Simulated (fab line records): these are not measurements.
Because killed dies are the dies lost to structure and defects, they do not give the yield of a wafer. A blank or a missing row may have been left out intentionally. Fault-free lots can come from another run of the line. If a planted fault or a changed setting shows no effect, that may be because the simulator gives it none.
fab line records + flow nandHarc
[record]
- lots = 6
- wafers = 17
- lastDay = 32
route steps=1302 shown A_DECK1_JOINT@539 A_ONON_D2@545
lots with no fault: from the same line, run without faults
startH: hours from the record's first day to the start of the lot's first wafer shown + waitH: how many hours have passed since the lot's step before this one + " same as the row above + L1.1+2: several wafers, shown together as one row + - no value present, or no start provided + * or withheld: withheld + < > ~ a bound
route shown NAME@n: names a module that has steps shown in the file, with the first one's number in the route + usual: mean/standard deviation taken from wafers without a fault + same: alike in all rows + chamber/n: place in a boat + sites: per-site readings + _std_site: how widely they spread, as a standard deviation + _edge_site: mean of outer sites minus mean of inner sites + radiusMm: for every site, how far away it sits from the centre of the wafer + mask NAME#n: copy n + behind: tool/chamber where the wafer was last shaped + hold: why the lot was held/for how many hours/how that ended + device: the transistor (n, p or np) that didn't switch + end of line: tests run on the same wafers once the route is complete + where a step has no rows: the recipe by itself + killed: count of dies lost to structure and defects at first sort (not the wafer's yield) + map: a wafer's dies, marking killed ones x, the rest . and places with no die _
set.NAME: the setting as run; set.NAME@STEP: as run at that earlier step + model.NAME: the simulator's own value behind a step, which no gauge read
lots at selected steps of the route; one table per step, one row per wafer
services: a tool's chamber out of use, with start hour (startH, from the record's first day; less than 0 if before it), hours out, and reason
[[steps]]
[step NHARC_A_DECK1_JOINT_CMP_02]
[recipe]
- material = SiOx
[usual]
- motorCurrentA = 11.7/1
| lot.wafer | tool   | chamber | startH | waitH | motorCurrentA |
|-----------|--------|---------|--------|-------|---------------|
| L909.4    | cmp-02 | 2       | 244.05 | 0.4   | 11.9          |
| L909.5    | "      | 0       | "      | "     | 11.1          |
| L909.6    | "      | 1       | "      | "     | 10.0          |
| L910.2    | cmp-02 | 1       | 277.55 | 0.4   | 9.4           |
| L910.4    | "      | 2       | "      | "     | 12.0          |
| L910.6    | "      | 2       | "      | "     | 12.5          |
| L915.2    | cmp-02 | 2       | 325.60 | 0.4   | 11.6          |
| L915.5    | "      | 3       | "      | "     | 12.0          |
| L918.3    | cmp-02 | 1       | 347.57 | 0.4   | 9.5           |
| L918.6    | "      | 1       | "      | "     | 9.2           |
| L918.5    | "      | 2       | "      | "     | 11.6          |
| L920.4    | cmp-03 | 3       | 359.65 | 0.4   | 11.3          |
| L920.3    | "      | 0       | "      | "     | 12.0          |
| L920.5    | "      | 1       | "      | "     | 12.3          |
| L925.3    | cmp-04 | 0       | 420.69 | 0.4   | 12.7          |
| L925.2    | "      | 1       | "      | "     | 11.8          |
| L925.4    | "      | 2       | "      | "     | 11.9          |
[step NHARC_A_DECK1_JOINT_SRD_15]
[step NHARC_A_DECK1_JOINT_DEP_16]
[recipe]
- targetThkA = 450
- tempC = 400
- pressureTorr = 6.5
- rfW = 900
- teosFlowSccm = 161.4
- flowSccm = 2650
- targetThkNm = 45
- gas = O2
- material = SiO2
[usual]
- heaterPowerW = 533/83
- throttleValvePct = 15.6/0.65
| lot.wafer | tool     | chamber | startH | waitH | heaterPowerW | throttleValvePct |
|-----------|----------|---------|--------|-------|--------------|------------------|
| L909.4    | pecvd-01 | 2       | 244.51 | 0.2   | 499          | 16.3             |
| L909.5    | "        | 0       | "      | "     | 523          | 14.0             |
| L909.6    | "        | 1       | "      | "     | 584          | 16.3             |
| L910.2    | pecvd-01 | 1       | 277.94 | 0.1   | 656          | 16.4             |
| L910.6    | "        | 1       | "      | "     | 664          | 16.3             |
| L910.4    | "        | 0       | "      | "     | 409          | 14.1             |
| L915.2    | pecvd-03 | 1       | 326.04 | 0.1   | 440          | 15.4             |
| L915.5    | "        | 0       | "      | "     | 405          | 16.7             |
| L918.3    | pecvd-01 | 1       | 348.16 | 0.3   | 661          | 15.9             |
| L918.5    | "        | 0       | "      | "     | 508          | 14.6             |
| L918.6    | "        | 2       | "      | "     | 480          | 15.9             |
| L920.3    | pecvd-04 | 2       | 360.05 | 0.1   | 659          | 15.6             |
| L920.4    | "        | 0       | "      | "     | 521          | 16.2             |
| L920.5    | "        | 1       | "      | "     | 533          | 15.8             |
| L925.2    | pecvd-03 | 0       | 421.08 | 0.1   | 485          | 16.1             |
| L925.3    | "        | 1       | "      | "     | 526          | 15.0             |
| L925.4    | "        | 2       | "      | "     | 371          | 15.4             |
[step NHARC_A_DECK1_JOINT_THK_MEAS_17]
[recipe]
- thkMeasGauge = ellipsometry
[usual]
- thkNm = 45.1/1.3
| lot.wafer | tool         | chamber | startH | waitH | thkNm |
|-----------|--------------|---------|--------|-------|-------|
| L909.4    | filmMetro-01 | -       | 244.71 | 0.2   | 47.4  |
| L909.5    | "            | -       | "      | "     | 45.4  |
| L909.6    | "            | -       | "      | "     | 43.5  |
| L910.2    | filmMetro-02 | -       | 278.23 | 0.3   | 42.1  |
| L910.4    | "            | -       | "      | "     | 44.0  |
| L910.6    | "            | -       | "      | "     | 44.4  |
| L915.2    | filmMetro-01 | -       | 326.27 | 0.2   | 42.9  |
| L915.5    | "            | -       | "      | "     | 45.1  |
| L918.3    | filmMetro-02 | -       | 348.41 | 0.2   | 47.8  |
| L918.5    | "            | -       | "      | "     | 45.0  |
| L918.6    | "            | -       | "      | "     | 46.1  |
| L920.3    | filmMetro-01 | -       | 360.28 | 0.2   | 47.5  |
| L920.4    | "            | -       | "      | "     | 45.3  |
| L920.5    | "            | -       | "      | "     | 46.5  |
| L925.2    | filmMetro-02 | -       | 421.36 | 0.3   | 42.6  |
| L925.3    | "            | -       | "      | "     | 42.0  |
| L925.4    | "            | -       | "      | "     | 43.7  |
[step NHARC_A_DECK1_JOINT_INSPECT_05]
[usual]
- rawDefectCount = 315/130
| lot.wafer | tool             | chamber | startH | waitH | rawDefectCount |
|-----------|------------------|---------|--------|-------|----------------|
| L909.4    | defectInspect-01 | -       | 244.74 | 0.0   | 236            |
| L909.5    | "                | -       | "      | "     | 340            |
| L909.6    | "                | -       | "      | "     | 357            |
| L910.2    | defectInspect-02 | -       | 278.26 | 0.0   | 264            |
| L910.4    | "                | -       | "      | "     | 336            |
| L910.6    | "                | -       | "      | "     | 319            |
| L915.2    | defectInspect-01 | -       | 326.30 | 0.0   | 287            |
| L915.5    | "                | -       | "      | "     | 551            |
| L918.3    | defectInspect-01 | -       | 348.45 | 0.0   | 224            |
| L918.5    | "                | -       | "      | "     | 261            |
| L918.6    | "                | -       | "      | "     | 165            |
| L920.3    | defectInspect-02 | -       | 360.32 | 0.0   | 485            |
| L920.4    | "                | -       | "      | "     | 592            |
| L920.5    | "                | -       | "      | "     | 412            |
| L925.2    | defectInspect-01 | -       | 421.40 | 0.0   | 262            |
| L925.3    | "                | -       | "      | "     | 189            |
| L925.4    | "                | -       | "      | "     | 241            |
[step NHARC_A_ONON_D2_DEP_00]
[recipe]
- targetThkA = 10000
- n2FlowSccm = 2750
- n2oFlowSccm = 2000
- nh3FlowSccm = 500
- sih4FlowSccm = 210
- tempC = 400
[step NHARC_A_ONON_D2_THK_MEAS_02]
[recipe]
- thkMeasGauge = ellipsometry
[usual]
- thkNm = 1000/10
| lot.wafer | tool         | chamber | startH | waitH | thkNm |
|-----------|--------------|---------|--------|-------|-------|
| L909.4    | filmMetro-01 | -       | 245.32 | -     | 990   |
| L909.5    | "            | -       | "      | "     | 991   |
| L909.6    | "            | -       | "      | "     | 989   |
| L910.2    | filmMetro-02 | -       | 278.83 | -     | 994   |
| L910.4    | "            | -       | "      | "     | 994   |
| L910.6    | "            | -       | "      | "     | 993   |
| L915.2    | filmMetro-02 | -       | 326.87 | -     | 1005  |
| L915.5    | "            | -       | "      | "     | 1005  |
| L918.3    | filmMetro-02 | -       | 349.02 | -     | 989   |
| L918.5    | "            | -       | "      | "     | 988   |
| L918.6    | "            | -       | "      | "     | 990   |
| L920.3    | filmMetro-01 | -       | 360.89 | -     | 1010  |
| L920.4    | "            | -       | "      | "     | 1010  |
| L920.5    | "            | -       | "      | "     | 1009  |
| L925.2    | filmMetro-02 | -       | 421.97 | -     | 982   |
| L925.3    | "            | -       | "      | "     | 983   |
| L925.4    | "            | -       | "      | "     | 981   |
[step NHARC_A_ONON_D2_DEP_03]
[recipe]
- targetThkA = 10000
- n2FlowSccm = 2750
- n2oFlowSccm = 2000
- nh3FlowSccm = 500
- sih4FlowSccm = 210
- tempC = 400
[step NHARC_A_ONON_D2_THK_MEAS_05]
[recipe]
- thkMeasGauge = ellipsometry
[usual]
- thkNm = 1000/11
| lot.wafer | tool         | chamber | startH | waitH | thkNm |
|-----------|--------------|---------|--------|-------|-------|
| L909.4    | filmMetro-02 | -       | 245.89 | -     | 986   |
| L909.5    | "            | -       | "      | "     | 989   |
| L909.6    | "            | -       | "      | "     | 988   |
| L910.2    | filmMetro-02 | -       | 279.41 | -     | 1006  |
| L910.4    | "            | -       | "      | "     | 1006  |
| L910.6    | "            | -       | "      | "     | 1006  |
| L915.2    | filmMetro-01 | -       | 327.44 | -     | 990   |
| L915.5    | "            | -       | "      | "     | 988   |
| L918.3    | filmMetro-02 | -       | 349.58 | -     | 1005  |
| L918.5    | "            | -       | "      | "     | 1003  |
| L918.6    | "            | -       | "      | "     | 1001  |
| L920.3    | filmMetro-01 | -       | 361.46 | -     | 1009  |
| L920.4    | "            | -       | "      | "     | 1009  |
| L920.5    | "            | -       | "      | "     | 1008  |
| L925.2    | filmMetro-01 | -       | 422.54 | -     | 998   |
| L925.3    | "            | -       | "      | "     | 1000  |
| L925.4    | "            | -       | "      | "     | 999   |
[step NHARC_A_ONON_D2_DEP_06]
[recipe]
- targetThkA = 10000
- n2FlowSccm = 2750
- n2oFlowSccm = 2000
- nh3FlowSccm = 500
- sih4FlowSccm = 210
- tempC = 400
[step NHARC_A_ONON_D2_THK_MEAS_08]
[recipe]
- thkMeasGauge = ellipsometry
[usual]
- thkNm = 1001/11
| lot.wafer | tool         | chamber | startH | waitH | thkNm |
|-----------|--------------|---------|--------|-------|-------|
| L909.4    | filmMetro-01 | -       | 246.45 | -     | 992   |
| L909.5    | "            | -       | "      | "     | 993   |
| L909.6    | "            | -       | "      | "     | 990   |
| L910.2    | filmMetro-02 | -       | 279.97 | -     | 985   |
| L910.4    | "            | -       | "      | "     | 986   |
| L910.6    | "            | -       | "      | "     | 985   |
| L915.2    | filmMetro-02 | -       | 328.01 | -     | 985   |
| L915.5    | "            | -       | "      | "     | 988   |
| L918.3    | filmMetro-01 | -       | 350.14 | -     | 1006  |
| L918.5    | "            | -       | "      | "     | 1007  |
| L918.6    | "            | -       | "      | "     | 1006  |
| L920.3    | filmMetro-01 | -       | 362.03 | -     | 1009  |
| L920.4    | "            | -       | "      | "     | 1008  |
| L920.5    | "            | -       | "      | "     | 1008  |
| L925.2    | filmMetro-02 | -       | 423.11 | -     | 1003  |
| L925.3    | "            | -       | "      | "     | 1003  |
| L925.4    | "            | -       | "      | "     | 1005  |
[step NHARC_A_ONON_D2_DEP_09]
[recipe]
- targetThkA = 10000
- n2FlowSccm = 2750
- n2oFlowSccm = 2000
- nh3FlowSccm = 500
- sih4FlowSccm = 210
- tempC = 400
| lot.wafer  | tool         | chamber | startH | waitH |
|------------|--------------|---------|--------|-------|
| L909.4+5+6 | pecvdOnon-04 | 0       | 246.77 | 0.3   |
| L910.2+4+6 | pecvdOnon-01 | 0       | 280.09 | 0.1   |
| L915.2+5   | pecvdOnon-04 | 0       | 328.12 | 0.1   |
| L918.3+5+6 | pecvdOnon-04 | 0       | 350.31 | 0.2   |
| L920.3+4+5 | pecvdOnon-03 | 0       | 362.20 | 0.2   |
| L925.2+3+4 | pecvdOnon-01 | 0       | 423.22 | 0.1   |
[step NHARC_A_ONON_D2_THK_MEAS_11]
[recipe]
- thkMeasGauge = ellipsometry
[usual]
- thkNm = 1000/11
| lot.wafer | tool         | chamber | startH | waitH | thkNm |
|-----------|--------------|---------|--------|-------|-------|
| L909.4    | filmMetro-01 | -       | 247.11 | -     | 998   |
| L909.5    | "            | -       | "      | "     | 997   |
| L909.6    | "            | -       | "      | "     | 997   |
| L910.2    | filmMetro-02 | -       | 280.54 | -     | 1015  |
| L910.4    | "            | -       | "      | "     | 1019  |
| L910.6    | "            | -       | "      | "     | 1016  |
| L915.2    | filmMetro-02 | -       | 328.57 | -     | 1486  |
| L915.5    | "            | -       | "      | "     | 982   |
| L918.3    | filmMetro-01 | -       | 350.71 | -     | 983   |
| L918.5    | "            | -       | "      | "     | 983   |
| L918.6    | "            | -       | "      | "     | 1484  |
| L920.3    | filmMetro-01 | -       | 362.60 | -     | 1004  |
| L920.4    | "            | -       | "      | "     | 1005  |
| L920.5    | "            | -       | "      | "     | 1005  |
| L925.2    | filmMetro-01 | -       | 423.67 | -     | 1002  |
| L925.3    | "            | -       | "      | "     | 1002  |
| L925.4    | "            | -       | "      | "     | 1003  |
[step NHARC_A_ONON_D2_DEP_12]
[recipe]
- targetThkA = 10000
- n2FlowSccm = 2750
- n2oFlowSccm = 2000
- nh3FlowSccm = 500
- sih4FlowSccm = 210
- tempC = 400
[[services]]
| tool         | chamber | startH | hours | kind   |
|--------------|---------|--------|-------|--------|
| pecvd-04     | 2       | 223.50 | 5.2   | repair |
| cmp-04       | -       | 232.68 | 4.0   | pm     |
| pecvd-03     | 1       | 235.21 | 10.9  | repair |
| cmp-03       | -       | 236.15 | 4.0   | pm     |
| pecvd-04     | -       | 245.23 | 13.0  | pm     |
| pecvdOnon-01 | -       | 245.28 | 13.0  | pm     |
| cmp-04       | -       | 248.25 | 1.6   | repair |
| pecvd-03     | 0       | 284.32 | 4.2   | repair |
| pecvd-01     | -       | 287.00 | 13.0  | pm     |
| pecvdOnon-04 | -       | 287.00 | 13.0  | pm     |
| cmp-03       | -       | 287.66 | 0.3   | repair |
| cmp-02       | -       | 299.00 | 0.5   | repair |
| cmp-02       | -       | 309.59 | 4.0   | pm     |
| pecvd-03     | 0       | 310.35 | 4.3   | repair |
| cmp-04       | -       | 330.68 | 4.0   | pm     |
| pecvd-01     | 2       | 330.72 | 13.1  | repair |
| cmp-03       | -       | 334.29 | 4.0   | pm     |
| pecvd-03     | -       | 342.17 | 13.0  | pm     |
| cmp-02       | -       | 343.93 | 2.2   | repair |
| cmp-03       | -       | 354.86 | 0.8   | repair |
| cmp-03       | -       | 369.08 | 2.2   | repair |
| pecvd-04     | -       | 377.07 | 0.5   | repair |
| pecvd-04     | 2       | 378.16 | 5.4   | repair |
| cmp-02       | -       | 407.74 | 4.0   | pm     |
[[key]]
[firstSign]
- step = NHARC_A_ONON_D2_THK_MEAS_11
- reading = thkNm
- direction = up
- sigmas = 46
- usual = 1000
- struck = 1485
effect none on later readings
metAt NHARC_A_ONON_D2_DEP_09
struckWafers L915.2,L918.6
sortLeftOut L915.2,L918.6
testerLeftOut L915,L918
onsetBetween 246.77 328.12
[fault]
- kind = processParameterDrift
- tool = pecvdOnon-04
- chamber = -
- onsetH = 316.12
- steps = NHARC_A_ONON_D2_DEP_09
- channel = targetThkA
- offset = *
- shape = step
- endH = 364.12
- scope = struckWafersOnly
- actsIn = *
- stated = *
// testerLeftOut: of these lots the tester's yield and bins aren't shown, on N5 and GAA mostly nor the transistor test; their killed dies are dies lost to structure and defects alone, not to doping, threshold or leakage, so they don't give the yield
// sortLeftOut: the simulated sort isn't trusted on such a fault, so these wafers' sort isn't shown, and their yield isn't known
